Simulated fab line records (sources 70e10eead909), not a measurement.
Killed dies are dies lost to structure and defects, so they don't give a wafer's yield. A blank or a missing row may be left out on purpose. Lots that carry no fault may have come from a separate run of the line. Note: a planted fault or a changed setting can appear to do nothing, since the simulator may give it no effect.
Which tool was responsible? / flow nandHarc / 13 lots, 36 wafers sampled, at 4 steps of a route of 1302

WHAT THE GAUGES READ, wafer by wafer
The record holds no reading of a measuring or inspecting step that can be judged against a usual standard deviation.

EACH LOT AND THE TOOL THAT RAN IT (in order: tool; ch and the chambers of the sampled wafers; start)
lot=L241; NHARC_P_ZERO_WELL_SOFTBAKE_06=lithoTrack-07 ch 0, day 1 20:00; NHARC_P_ZERO_WELL_ETCH_62=rieDiel-06 ch 1,2,3, day 5 06:56 or earlier; NHARC_P_GATE_ETCH_32=rieSi-01 ch 0,1,3, day 5 06:56; NHARC_P_GATE_STRIP_111=plasmaAsher-01 ch 1, day 5 18:40
lot=L242; NHARC_P_ZERO_WELL_SOFTBAKE_06=lithoTrack-03 ch 0, day 2 06:00; NHARC_P_ZERO_WELL_ETCH_62=rieDiel-04 ch 0,1,2, day 5 15:34 or earlier; NHARC_P_GATE_ETCH_32=rieSi-02 ch 0,1,3, day 5 15:34; NHARC_P_GATE_STRIP_111=plasmaAsher-02 ch 0,1, day 6 03:41
lot=L244; NHARC_P_ZERO_WELL_SOFTBAKE_06=lithoTrack-03 ch 0, day 3 02:00; NHARC_P_ZERO_WELL_ETCH_62=rieDiel-06 ch 1,2,3, day 6 07:32 or earlier; NHARC_P_GATE_ETCH_32=rieSi-02 ch 1,2,3, day 6 07:32; NHARC_P_GATE_STRIP_111=plasmaAsher-01 ch 0,1, day 6 21:31
lot=L245; NHARC_P_ZERO_WELL_SOFTBAKE_06=lithoTrack-03 ch 0, day 3 12:00; NHARC_P_ZERO_WELL_ETCH_62=rieDiel-07 ch 0,2, day 6 20:11 or earlier; NHARC_P_GATE_ETCH_32=rieSi-03 ch 1,2,3, day 6 20:11; NHARC_P_GATE_STRIP_111=plasmaAsher-02 ch 0,1, day 7 08:02
lot=L246; NHARC_P_ZERO_WELL_SOFTBAKE_06=lithoTrack-07 ch 0, day 3 22:00; NHARC_P_ZERO_WELL_ETCH_62=rieDiel-04 ch 1,2, day 7 09:23 or earlier; NHARC_P_GATE_ETCH_32=rieSi-03 ch 0,2,3, day 7 09:23; NHARC_P_GATE_STRIP_111=plasmaAsher-02 ch 0,1, day 7 23:15
lot=L254; NHARC_P_ZERO_WELL_SOFTBAKE_06=lithoTrack-03 ch 0, day 7 06:00; NHARC_P_ZERO_WELL_ETCH_62=rieDiel-06 ch 1,2,3, day 10 12:26 or earlier; NHARC_P_GATE_ETCH_32=rieSi-02 ch 0,1,3, day 10 12:26; NHARC_P_GATE_STRIP_111=plasmaAsher-01 ch 0,1, day 11 00:19
lot=L255; NHARC_P_ZERO_WELL_SOFTBAKE_06=lithoTrack-03 ch 0, day 7 16:00; NHARC_P_ZERO_WELL_ETCH_62=rieDiel-06 ch 1,2, day 11 03:08 or earlier; NHARC_P_GATE_ETCH_32=rieSi-02 ch 1,2, day 11 03:08; NHARC_P_GATE_STRIP_111=plasmaAsher-02 ch 1, day 11 15:02
lot=L256; NHARC_P_ZERO_WELL_SOFTBAKE_06=lithoTrack-03 ch 0, day 8 02:00; NHARC_P_ZERO_WELL_ETCH_62=rieDiel-04 ch 2, day 11 03:32 or earlier; NHARC_P_GATE_ETCH_32=rieSi-01 ch 3, day 11 03:32; NHARC_P_GATE_STRIP_111=plasmaAsher-01 ch 1, day 11 15:33
lot=L258; NHARC_P_ZERO_WELL_SOFTBAKE_06=lithoTrack-07 ch 0, day 8 23:00; NHARC_P_ZERO_WELL_ETCH_62=rieDiel-06 ch 0,1,2, day 12 06:25 or earlier; NHARC_P_GATE_ETCH_32=rieSi-01 ch 1,2, day 12 06:25; NHARC_P_GATE_STRIP_111=plasmaAsher-02 ch 0, day 12 20:27
lot=L259; NHARC_P_ZERO_WELL_SOFTBAKE_06=lithoTrack-07 ch 0, day 9 08:00; NHARC_P_ZERO_WELL_ETCH_62=rieDiel-07 ch 0,1,3, day 12 07:08 or earlier; NHARC_P_GATE_ETCH_32=rieSi-02 ch 1,2,3, day 12 07:08; NHARC_P_GATE_STRIP_111=plasmaAsher-01 ch 0,1, day 12 19:02
lot=L260; NHARC_P_ZERO_WELL_SOFTBAKE_06=lithoTrack-07 ch 0, day 9 18:00; NHARC_P_ZERO_WELL_ETCH_62=rieDiel-06 ch 0,2, day 12 22:38 or earlier; NHARC_P_GATE_ETCH_32=rieSi-02 ch 0,2,3, day 12 22:38; NHARC_P_GATE_STRIP_111=plasmaAsher-01 ch 1, day 13 10:20
lot=L262; NHARC_P_ZERO_WELL_SOFTBAKE_06=lithoTrack-07 ch 0, day 10 14:00; NHARC_P_ZERO_WELL_ETCH_62=rieDiel-06 ch 2,3, day 13 15:53 or earlier; NHARC_P_GATE_ETCH_32=rieSi-03 ch 0,2,3, day 13 15:53; NHARC_P_GATE_STRIP_111=plasmaAsher-01 ch 0,1, day 14 03:37
lot=L264; NHARC_P_ZERO_WELL_SOFTBAKE_06=lithoTrack-03 ch 0, day 11 10:00; NHARC_P_ZERO_WELL_ETCH_62=rieDiel-04 ch 0,2,3, day 14 19:16 or earlier; NHARC_P_GATE_ETCH_32=rieSi-01 ch 2,3, day 14 19:16; NHARC_P_GATE_STRIP_111=plasmaAsher-02 ch 0,1, day 15 07:05
- NHARC_P_ZERO_WELL_SOFTBAKE_06: time 70 s.
- NHARC_P_ZERO_WELL_ETCH_62: etches the open film in CHF3/Ar, target depth 13 nm, time 6.5 s.
- NHARC_P_GATE_ETCH_32: etches the open film in HBr/Cl2, target depth 150 nm, time 100.1 s.
- NHARC_P_GATE_STRIP_111: strips in N2/H2, time 250 s.

WHAT THE TOOLS THEMSELVES READ (means of the sampled wafers that have a number; where no wafer has one, the mark that the record gives instead)
NHARC_P_ZERO_WELL_SOFTBAKE_06. Usual: heaterPowerTotalW reads 201.0 W (standard deviation 1.3).
lot=L241; tool=lithoTrack-07; heaterPowerTotalW (W)=200.6; flag=
lot=L242; tool=lithoTrack-03; heaterPowerTotalW (W)=202.3; flag=
lot=L244; tool=lithoTrack-03; heaterPowerTotalW (W)=201.3; flag=
lot=L245; tool=lithoTrack-03; heaterPowerTotalW (W)=202.2; flag=
lot=L246; tool=lithoTrack-07; heaterPowerTotalW (W)=199.4; flag=
lot=L254; tool=lithoTrack-03; heaterPowerTotalW (W)=200.4; flag=
lot=L255; tool=lithoTrack-03; heaterPowerTotalW (W)=206.8; flag=OFF
lot=L256; tool=lithoTrack-03; heaterPowerTotalW (W)=207.5; flag=OFF
lot=L258; tool=lithoTrack-07; heaterPowerTotalW (W)=201.6; flag=
lot=L259; tool=lithoTrack-07; heaterPowerTotalW (W)=201.8; flag=
lot=L260; tool=lithoTrack-07; heaterPowerTotalW (W)=199.2; flag=
lot=L262; tool=lithoTrack-07; heaterPowerTotalW (W)=200.5; flag=
lot=L264; tool=lithoTrack-03; heaterPowerTotalW (W)=201.9; flag=

NHARC_P_ZERO_WELL_ETCH_62. Usual: drypumpMotorCurrentA 5.8 A, standard deviation 0.61; oesProductAu 0.962 a.u., standard deviation 0.017; rfVppV 369.3 V, standard deviation 1.8; showerheadPlenumPTorr 2.29 Torr, standard deviation 0.078; throttleValvePct 20.215 %, standard deviation 0.0092.
lot=L241; tool=rieDiel-06; drypumpMotorCurrentA (A)=6.3; oesProductAu (a.u.)=0.976; rfVppV (V)=370.1; showerheadPlenumPTorr (Torr)=2.33; throttleValvePct (%)=20.206; flag=
lot=L242; tool=rieDiel-04; drypumpMotorCurrentA (A)=5.4; oesProductAu (a.u.)=0.977; rfVppV (V)=368.9; showerheadPlenumPTorr (Torr)=2.27; throttleValvePct (%)=20.212; flag=
lot=L244; tool=rieDiel-06; drypumpMotorCurrentA (A)=6.3; oesProductAu (a.u.)=0.975; rfVppV (V)=369.4; showerheadPlenumPTorr (Torr)=2.33; throttleValvePct (%)=20.219; flag=
lot=L245; tool=rieDiel-07; drypumpMotorCurrentA (A)=6.3; oesProductAu (a.u.)=0.962; rfVppV (V)=368.3; showerheadPlenumPTorr (Torr)=2.23; throttleValvePct (%)=20.209; flag=
lot=L246; tool=rieDiel-04; drypumpMotorCurrentA (A)=5.3; oesProductAu (a.u.)=0.933; rfVppV (V)=369.6; showerheadPlenumPTorr (Torr)=2.29; throttleValvePct (%)=20.215; flag=
lot=L254; tool=rieDiel-06; drypumpMotorCurrentA (A)=6.3; oesProductAu (a.u.)=0.987; rfVppV (V)=370.0; showerheadPlenumPTorr (Torr)=2.31; throttleValvePct (%)=20.209; flag=
lot=L255; tool=rieDiel-06; drypumpMotorCurrentA (A)=6.2; oesProductAu (a.u.)=0.977; rfVppV (V)=370.4; showerheadPlenumPTorr (Torr)=2.31; throttleValvePct (%)=20.211; flag=
lot=L256; tool=rieDiel-04; drypumpMotorCurrentA (A)=6.0; oesProductAu (a.u.)=0.945; rfVppV (V)=368.5; showerheadPlenumPTorr (Torr)=2.26; throttleValvePct (%)=20.226; flag=
lot=L258; tool=rieDiel-06; drypumpMotorCurrentA (A)=5.7; oesProductAu (a.u.)=0.975; rfVppV (V)=369.6; showerheadPlenumPTorr (Torr)=2.29; throttleValvePct (%)=20.216; flag=
lot=L259; tool=rieDiel-07; drypumpMotorCurrentA (A)=5.8; oesProductAu (a.u.)=0.965; rfVppV (V)=369.7; showerheadPlenumPTorr (Torr)=2.30; throttleValvePct (%)=20.207; flag=
lot=L260; tool=rieDiel-06; drypumpMotorCurrentA (A)=5.3; oesProductAu (a.u.)=0.972; rfVppV (V)=369.6; showerheadPlenumPTorr (Torr)=2.31; throttleValvePct (%)=20.218; flag=
lot=L262; tool=rieDiel-06; drypumpMotorCurrentA (A)=6.6; oesProductAu (a.u.)=0.946; rfVppV (V)=370.9; showerheadPlenumPTorr (Torr)=2.34; throttleValvePct (%)=20.226; flag=
lot=L264; tool=rieDiel-04; drypumpMotorCurrentA (A)=5.6; oesProductAu (a.u.)=0.965; rfVppV (V)=369.1; showerheadPlenumPTorr (Torr)=2.26; throttleValvePct (%)=20.218; flag=

NHARC_P_GATE_ETCH_32. Usual: drypumpMotorCurrentA 5.7 A, standard deviation 0.48; oesProductAu 1.001 a.u., standard deviation 0.0082; throttleValvePct 26.405 %, standard deviation 0.0094.
lot=L241; tool=rieSi-01; drypumpMotorCurrentA (A)=5.6; oesProductAu (a.u.)=1.002; throttleValvePct (%)=26.399; flag=
lot=L242; tool=rieSi-02; drypumpMotorCurrentA (A)=5.9; oesProductAu (a.u.)=1.006; throttleValvePct (%)=26.408; flag=
lot=L244; tool=rieSi-02; drypumpMotorCurrentA (A)=5.8; oesProductAu (a.u.)=1.008; throttleValvePct (%)=26.409; flag=
lot=L245; tool=rieSi-03; drypumpMotorCurrentA (A)=5.9; oesProductAu (a.u.)=1.002; throttleValvePct (%)=26.402; flag=
lot=L246; tool=rieSi-03; drypumpMotorCurrentA (A)=5.7; oesProductAu (a.u.)=0.997; throttleValvePct (%)=26.408; flag=
lot=L254; tool=rieSi-02; drypumpMotorCurrentA (A)=5.9; oesProductAu (a.u.)=0.998; throttleValvePct (%)=26.405; flag=
lot=L255; tool=rieSi-02; drypumpMotorCurrentA (A)=5.8; oesProductAu (a.u.)=0.996; throttleValvePct (%)=26.407; flag=
lot=L256; tool=rieSi-01; drypumpMotorCurrentA (A)=5.7; oesProductAu (a.u.)=1.002; throttleValvePct (%)=26.405; flag=
lot=L258; tool=rieSi-01; drypumpMotorCurrentA (A)=6.0; oesProductAu (a.u.)=1.003; throttleValvePct (%)=26.407; flag=
lot=L259; tool=rieSi-02; drypumpMotorCurrentA (A)=5.8; oesProductAu (a.u.)=1.012; throttleValvePct (%)=26.402; flag=
lot=L260; tool=rieSi-02; drypumpMotorCurrentA (A)=5.3; oesProductAu (a.u.)=0.999; throttleValvePct (%)=26.409; flag=
lot=L262; tool=rieSi-03; drypumpMotorCurrentA (A)=5.6; oesProductAu (a.u.)=1.007; throttleValvePct (%)=26.406; flag=
lot=L264; tool=rieSi-01; drypumpMotorCurrentA (A)=6.0; oesProductAu (a.u.)=1.006; throttleValvePct (%)=26.408; flag=

NHARC_P_GATE_STRIP_111. Usual: drypumpMotorCurrentA 5.4 A, standard deviation 0.35; heaterPowerW 86 W, standard deviation 7.
lot=L241; tool=plasmaAsher-01; drypumpMotorCurrentA (A)=5.8; heaterPowerW (W)=78; flag=
lot=L242; tool=plasmaAsher-02; drypumpMotorCurrentA (A)=5.5; heaterPowerW (W)=88; flag=
lot=L244; tool=plasmaAsher-01; drypumpMotorCurrentA (A)=5.5; heaterPowerW (W)=78; flag=
lot=L245; tool=plasmaAsher-02; drypumpMotorCurrentA (A)=5.6; heaterPowerW (W)=92; flag=
lot=L246; tool=plasmaAsher-02; drypumpMotorCurrentA (A)=5.5; heaterPowerW (W)=92; flag=
lot=L254; tool=plasmaAsher-01; drypumpMotorCurrentA (A)=5.1; heaterPowerW (W)=76; flag=
lot=L255; tool=plasmaAsher-02; drypumpMotorCurrentA (A)=5.5; heaterPowerW (W)=95; flag=
lot=L256; tool=plasmaAsher-01; drypumpMotorCurrentA (A)=5.8; heaterPowerW (W)=80; flag=
lot=L258; tool=plasmaAsher-02; drypumpMotorCurrentA (A)=5.6; heaterPowerW (W)=90; flag=
lot=L259; tool=plasmaAsher-01; drypumpMotorCurrentA (A)=5.1; heaterPowerW (W)=77; flag=
lot=L260; tool=plasmaAsher-01; drypumpMotorCurrentA (A)=5.8; heaterPowerW (W)=81; flag=
lot=L262; tool=plasmaAsher-01; drypumpMotorCurrentA (A)=5.1; heaterPowerW (W)=76; flag=
lot=L264; tool=plasmaAsher-02; drypumpMotorCurrentA (A)=5.6; heaterPowerW (W)=92; flag=

THE ANSWER, worked out from the rows above alone
Rule: take the mean of a lot's wafers that have a number; if it is more than 3 standard deviations from the usual mean, the lot is off. A lot without any number at a reading at which 4 lots or more have one is off too. All remaining lots with rows at the step are treated as sound. The gauges are gone through in route order, then the tools' own readings, and for those a lot's mean is taken as printed above. The first step at which some lot is off is used, and at that step the reading that is off furthest; a lot without a number counts as furthest.
Off, at NHARC_P_ZERO_WELL_SOFTBAKE_06 on heaterPowerTotalW: L255, L256.
If a tool, at that step or one of the process steps before it, ran each lot that is off and ran no sound lot following the first of them, it fits. Not one of the candidates tried fits.

WHAT THE SIMULATOR PUT IN
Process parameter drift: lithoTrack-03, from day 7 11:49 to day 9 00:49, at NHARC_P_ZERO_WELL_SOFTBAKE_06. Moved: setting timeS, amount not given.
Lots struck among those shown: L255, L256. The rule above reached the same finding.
